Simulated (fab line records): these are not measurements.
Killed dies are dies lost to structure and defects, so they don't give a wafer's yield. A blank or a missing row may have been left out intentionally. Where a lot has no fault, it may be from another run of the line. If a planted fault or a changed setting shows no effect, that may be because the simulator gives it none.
Split-lot experiment :: flow n5_finfet :: 7 lots, 39 wafers read, on a route of 1938 steps

== SPLIT DETAILS ==
At N5_PASSIVATION_PECVD_01 (deposits SiNx from SiH4/NH3/N2, target thk 200 nm, time 43.2 s), the setting time_s was moved away from the recipe's 43.2 s on 12 of the 39 wafers read, by -52.2% to +39.0%. All remaining wafers had this setting at the recipe value.

The split's own step is where the reading is taken.

== THE READING ==
SiNx_of_PASSIVATION_PECVD_01.thk_nm (the simulator's own value, which no gauge read), in nm, at N5_PASSIVATION_PECVD_01 (deposits SiNx from SiH4/NH3/N2, target thk 200 nm, time 43.2 s). No usual value for it is given in the file. Average 199.9 nm, standard deviation 3.1 nm, over the 27 wafers here run with the recipe.

wafer: L077.1
tool, chamber at the split: pecvd-02, 2,1
time_s as run, s: 31.3
against the recipe: -27.5%
SiNx_of_PASSIVATION_PECVD_01.thk_nm, nm: 147.4
against lot-mates on the recipe: -53.7

wafer: L077.2
tool, chamber at the split: pecvd-02, 2,1
time_s as run, s: 31.3
against the recipe: -27.5%
SiNx_of_PASSIVATION_PECVD_01.thk_nm, nm: 147.4
against lot-mates on the recipe: -53.7

wafer: L077.3
tool, chamber at the split: pecvd-02, 0
time_s as run, s: 43.2
against the recipe: recipe
SiNx_of_PASSIVATION_PECVD_01.thk_nm, nm: 197.8
against lot-mates on the recipe: -

wafer: L077.4
tool, chamber at the split: pecvd-02, 0
time_s as run, s: 43.2
against the recipe: recipe
SiNx_of_PASSIVATION_PECVD_01.thk_nm, nm: 200.4
against lot-mates on the recipe: -

wafer: L077.5
tool, chamber at the split: pecvd-02, 1
time_s as run, s: 31.3
against the recipe: -27.5%
SiNx_of_PASSIVATION_PECVD_01.thk_nm, nm: 148.8
against lot-mates on the recipe: -52.3

wafer: L077.6
tool, chamber at the split: pecvd-02, 2
time_s as run, s: 43.2
against the recipe: recipe
SiNx_of_PASSIVATION_PECVD_01.thk_nm, nm: 205
against lot-mates on the recipe: -

wafer: L079.1
tool, chamber at the split: pecvd-02, 1
time_s as run, s: 43.2
against the recipe: recipe
SiNx_of_PASSIVATION_PECVD_01.thk_nm, nm: 201.2
against lot-mates on the recipe: -

wafer: L079.3
tool, chamber at the split: pecvd-02, 0
time_s as run, s: 43.2
against the recipe: recipe
SiNx_of_PASSIVATION_PECVD_01.thk_nm, nm: 198.4
against lot-mates on the recipe: -

wafer: L079.4
tool, chamber at the split: pecvd-02, 2
time_s as run, s: 43.2
against the recipe: recipe
SiNx_of_PASSIVATION_PECVD_01.thk_nm, nm: 207.8
against lot-mates on the recipe: -

wafer: L087.1
tool, chamber at the split: pecvd-04, 1
time_s as run, s: 43.2
against the recipe: recipe
SiNx_of_PASSIVATION_PECVD_01.thk_nm, nm: 199
against lot-mates on the recipe: -

wafer: L087.2
tool, chamber at the split: pecvd-04, 2
time_s as run, s: 43.2
against the recipe: recipe
SiNx_of_PASSIVATION_PECVD_01.thk_nm, nm: 197.8
against lot-mates on the recipe: -

wafer: L087.3
tool, chamber at the split: pecvd-04, 0
time_s as run, s: 60.06
against the recipe: +39.0%
SiNx_of_PASSIVATION_PECVD_01.thk_nm, nm: 272.8
against lot-mates on the recipe: +73.7

wafer: L087.4
tool, chamber at the split: pecvd-04, 2
time_s as run, s: 43.2
against the recipe: recipe
SiNx_of_PASSIVATION_PECVD_01.thk_nm, nm: 200.6
against lot-mates on the recipe: -

wafer: L087.5
tool, chamber at the split: pecvd-04, 0
time_s as run, s: 60.06
against the recipe: +39.0%
SiNx_of_PASSIVATION_PECVD_01.thk_nm, nm: 278.8
against lot-mates on the recipe: +79.7

wafer: L087.6
tool, chamber at the split: pecvd-04, 1
time_s as run, s: 60.06
against the recipe: +39.0%
SiNx_of_PASSIVATION_PECVD_01.thk_nm, nm: 279.8
against lot-mates on the recipe: +80.7

wafer: L091.1
tool, chamber at the split: pecvd-02, 1
time_s as run, s: 43.2
against the recipe: recipe
SiNx_of_PASSIVATION_PECVD_01.thk_nm, nm: 201.4
against lot-mates on the recipe: -

wafer: L091.2
tool, chamber at the split: pecvd-02, 0
time_s as run, s: 43.2
against the recipe: recipe
SiNx_of_PASSIVATION_PECVD_01.thk_nm, nm: 196.6
against lot-mates on the recipe: -

wafer: L091.3
tool, chamber at the split: pecvd-02, 2
time_s as run, s: 43.2
against the recipe: recipe
SiNx_of_PASSIVATION_PECVD_01.thk_nm, nm: 198.8
against lot-mates on the recipe: -

wafer: L091.4
tool, chamber at the split: pecvd-02, 2
time_s as run, s: 43.2
against the recipe: recipe
SiNx_of_PASSIVATION_PECVD_01.thk_nm, nm: 202.2
against lot-mates on the recipe: -

wafer: L091.5
tool, chamber at the split: pecvd-02, 0
time_s as run, s: 43.2
against the recipe: recipe
SiNx_of_PASSIVATION_PECVD_01.thk_nm, nm: 200
against lot-mates on the recipe: -

wafer: L091.6
tool, chamber at the split: pecvd-02, 1
time_s as run, s: 43.2
against the recipe: recipe
SiNx_of_PASSIVATION_PECVD_01.thk_nm, nm: 205
against lot-mates on the recipe: -

wafer: L092.1
tool, chamber at the split: pecvd-02, 0
time_s as run, s: 43.2
against the recipe: recipe
SiNx_of_PASSIVATION_PECVD_01.thk_nm, nm: 192.6
against lot-mates on the recipe: -

wafer: L092.2
tool, chamber at the split: pecvd-02, 2
time_s as run, s: 43.2
against the recipe: recipe
SiNx_of_PASSIVATION_PECVD_01.thk_nm, nm: 197.6
against lot-mates on the recipe: -

wafer: L092.3
tool, chamber at the split: pecvd-02, 0
time_s as run, s: 20.67
against the recipe: -52.2%
SiNx_of_PASSIVATION_PECVD_01.thk_nm, nm: 92.8
against lot-mates on the recipe: -102.5

wafer: L092.4
tool, chamber at the split: pecvd-02, 2
time_s as run, s: 20.67
against the recipe: -52.2%
SiNx_of_PASSIVATION_PECVD_01.thk_nm, nm: 94.6
against lot-mates on the recipe: -100.7

wafer: L092.5
tool, chamber at the split: pecvd-02, 2
time_s as run, s: 20.67
against the recipe: -52.2%
SiNx_of_PASSIVATION_PECVD_01.thk_nm, nm: 96
against lot-mates on the recipe: -99.3

wafer: L092.6
tool, chamber at the split: pecvd-02, 0
time_s as run, s: 43.2
against the recipe: recipe
SiNx_of_PASSIVATION_PECVD_01.thk_nm, nm: 195.8
against lot-mates on the recipe: -

wafer: L094.1
tool, chamber at the split: pecvd-04, 0
time_s as run, s: 25.76
against the recipe: -40.4%
SiNx_of_PASSIVATION_PECVD_01.thk_nm, nm: 114
against lot-mates on the recipe: -86.0

wafer: L094.2
tool, chamber at the split: pecvd-04, 2
time_s as run, s: 25.76
against the recipe: -40.4%
SiNx_of_PASSIVATION_PECVD_01.thk_nm, nm: 117.2
against lot-mates on the recipe: -82.8

wafer: L094.3
tool, chamber at the split: pecvd-04, 1
time_s as run, s: 25.76
against the recipe: -40.4%
SiNx_of_PASSIVATION_PECVD_01.thk_nm, nm: 116.2
against lot-mates on the recipe: -83.8

wafer: L094.4
tool, chamber at the split: pecvd-04, 0
time_s as run, s: 43.2
against the recipe: recipe
SiNx_of_PASSIVATION_PECVD_01.thk_nm, nm: 199.4
against lot-mates on the recipe: -

wafer: L094.5
tool, chamber at the split: pecvd-04, 2
time_s as run, s: 43.2
against the recipe: recipe
SiNx_of_PASSIVATION_PECVD_01.thk_nm, nm: 199.8
against lot-mates on the recipe: -

wafer: L094.6
tool, chamber at the split: pecvd-04, 1
time_s as run, s: 43.2
against the recipe: recipe
SiNx_of_PASSIVATION_PECVD_01.thk_nm, nm: 200.8
against lot-mates on the recipe: -

wafer: L095.1
tool, chamber at the split: pecvd-03, 1
time_s as run, s: 43.2
against the recipe: recipe
SiNx_of_PASSIVATION_PECVD_01.thk_nm, nm: 195
against lot-mates on the recipe: -

wafer: L095.2
tool, chamber at the split: pecvd-03, 2
time_s as run, s: 43.2
against the recipe: recipe
SiNx_of_PASSIVATION_PECVD_01.thk_nm, nm: 200.4
against lot-mates on the recipe: -

wafer: L095.3
tool, chamber at the split: pecvd-03, 0
time_s as run, s: 43.2
against the recipe: recipe
SiNx_of_PASSIVATION_PECVD_01.thk_nm, nm: 198.8
against lot-mates on the recipe: -

wafer: L095.4
tool, chamber at the split: pecvd-03, 0
time_s as run, s: 43.2
against the recipe: recipe
SiNx_of_PASSIVATION_PECVD_01.thk_nm, nm: 201.6
against lot-mates on the recipe: -

wafer: L095.5
tool, chamber at the split: pecvd-03, 1
time_s as run, s: 43.2
against the recipe: recipe
SiNx_of_PASSIVATION_PECVD_01.thk_nm, nm: 199.4
against lot-mates on the recipe: -

wafer: L095.6
tool, chamber at the split: pecvd-03, 2
time_s as run, s: 43.2
against the recipe: recipe
SiNx_of_PASSIVATION_PECVD_01.thk_nm, nm: 203.2
against lot-mates on the recipe: -
Where a row lists several chambers, the file gives one row for several wafers and doesn't say which wafer went through which chamber.

THE FIT
A straight line over all 39 wafers: SiNx_of_PASSIVATION_PECVD_01.thk_nm changes by +2.01 nm for each +1% of time_s; r = +1.00; the points scatter about the line by 3.2 nm.
The same after taking each lot's own level away (the mean of its wafers on the recipe; 39 wafers): +1.99 nm for each +1%; r = +1.00; scatter 2.8 nm.
The reading moves by 1e+02 nm for the largest change in time_s, on that fit.
Across the lots, their own levels run from 195.33 to 202.47 nm, a range of 2.3 times the standard deviation given above.
Hence the lot-to-lot level has little effect on the slope; both slopes agree.
Check: with one of the wafers moved furthest among these (-52.2%) left out of the fit, the line predicts -104 nm for it against its lot-mates. Against them it came out at -103 nm.

== THESE WAFERS: OTHER SPLITS ==
These wafers also went through other splits before the reading. Each is held against what the fit with the lots' levels taken away leaves over:
other split on the same wafers: N5_BEOL_M15_ILD_DEP_00 time_s
wafers away from the commonest value: 15
r with SiNx_of_PASSIVATION_PECVD_01.thk_nm (lot level and that fit taken away): -0.07

== FILE'S OWN FIT ==
SiNx_of_PASSIVATION_PECVD_01.thk_nm changes by +1.99 nm for each +1% of time_s, r = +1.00.
